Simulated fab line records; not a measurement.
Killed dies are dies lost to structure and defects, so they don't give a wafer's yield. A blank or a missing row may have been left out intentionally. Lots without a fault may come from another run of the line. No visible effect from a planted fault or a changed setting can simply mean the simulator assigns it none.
Comparing a struck lot with a sound one | flow nand-harc | 33 steps out of a route of 1159
Sound: these wafers, L579.1, L579.2, L579.6. The struck wafers were L572.1, L572.3, L572.5. The cause is named last.
At each step with rows: each side's tool, then ch and its chambers, then its first start. Under that, the readings that differ: sound wafers | struck wafers | difference of the means | sigmas: that difference in standard deviations of wafers without a fault.
alike: same words and numbers on both sides, and readings whose means sit less than 2 such deviations apart. not compared: any withheld reading, any reading some wafer has no value for, any bound like >300 that may hide the same value, and any number with overlapping values for which the record gives no deviation.
A row with sigmas, a row that says differs or no value, or rows on one side alone: a step with any of these is where the two part. When numbers do not overlap yet have no deviation, they are printed without sigmas and do not part them. A reading missing from all wafers of one side parts the sides only when that side holds two or more wafers.

first, 8 steps without rows for these wafers: NHARC_A_BLC_EBR_06; NHARC_A_BLC_EXPOSE_07 (exposes mask A BLC, target cd 100 nm); NHARC_A_BLC_PEB_08 (peb time 65 s); NHARC_A_BLC_DEVELOP_09 (develop time 35 s); NHARC_A_BLC_DESCUM_15 (chemistry O2, time 3 s); NHARC_A_BLC_ETCH_16 (etches the open film in CF4, target depth 39 nm, time 65 s); NHARC_A_BLC_ETCH_17 (etches the open film in N2/H2, target depth 390 nm, time 609.38 s); NHARC_A_BLC_ETCH_18 (etches the open film in C4F8/O2/Ar, target depth 910 nm).
NHARC_A_BLC_STRIP_29: strips in CF4.
  sound on rie-diel-06 ch 0,3, day 23 05:03; struck on rie-diel-08 ch 0,1,3, day 21 22:34
  reading      | sound          | struck         | difference | sigmas
  rf-vpp-V (V) | 60.5 59.3 60.6 | 57.5 58.4 59.1 | -1.8       | -2
  alike: chamber-pressure-mTorr, drypump-motor-current-A, oes-product-au, showerhead-plenum-p-Torr, throttle-valve-pct
  not compared: rf-hours-counter-h
then, 23 steps without rows for these wafers: NHARC_A_BLC_STRIP_21 (strips in O2); NHARC_A_BLC_STRIP_22 (strips in post etch residue remover, time 600 s); NHARC_A_BLC_DEGAS_30 (time 60 s); NHARC_A_BLC_PRE_CLEAN_31 (time 15 s); NHARC_A_BLC_PVD_32 (deposits Ti, target thk 5 nm, time 17.7 s); NHARC_A_BLC_ALD_23 (deposits TiN, target thk 3 nm, pulse time 1 s, ald cycles 150); NHARC_A_BLC_CVD_24 (deposits W, target thk 150 nm, time 434 s); NHARC_A_BLC_CMP_25 (polishes, t overpolish 30 s, target thk 150 nm); NHARC_A_BLC_SRD_27; NHARC_A_M0_DEP_00 (deposits SiOC, target thk 150 nm); NHARC_A_M0_DEHYDRATE_01 (time 120 s); NHARC_A_M0_HMDS_02 (time 30 s); NHARC_A_M0_COAT_33 (time 65 s); NHARC_A_M0_COAT_03 (resist thk 90 nm); NHARC_A_M0_SOFTBAKE_04 (time 55 s); NHARC_A_M0_EBR_05; NHARC_A_M0_EXPOSE_06 (exposes mask A M0, target cd 80 nm); NHARC_A_M0_PEB_07 (peb time 65 s); NHARC_A_M0_DEVELOP_08 (develop time 35 s); NHARC_A_M0_DESCUM_14 (chemistry O2, time 3 s); NHARC_A_M0_ETCH_34 (etches the open film in N2/H2, target depth 40 nm, overetch 12 nm, time 43.94 s); NHARC_A_M0_ETCH_15 (etches the open film in C4F8/Ar, target depth 150 nm, overetch 15 nm, time 82.5 s); NHARC_A_M0_STRIP_18 (strips in N2/H2).
-- the record jumps here: 2 days lie between the struck wafers' starts before and after (it left off in module A_M0 and takes up again in module END, whose first step shown is number 1159 of the route) --
NHARC_END_SORT_01:
  here the record holds rows for the struck wafers (prober-02 ch 0, day 24 04:23) but none for the sound ones

## WHERE THEY PART
Last at NHARC_END_SORT_01 as far as this record goes, first at NHARC_A_BLC_STRIP_29.

WHY: the cause the simulator had injected
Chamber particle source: rie-diel-08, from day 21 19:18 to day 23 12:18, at NHARC_A_BLC_STRIP_29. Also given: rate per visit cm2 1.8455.
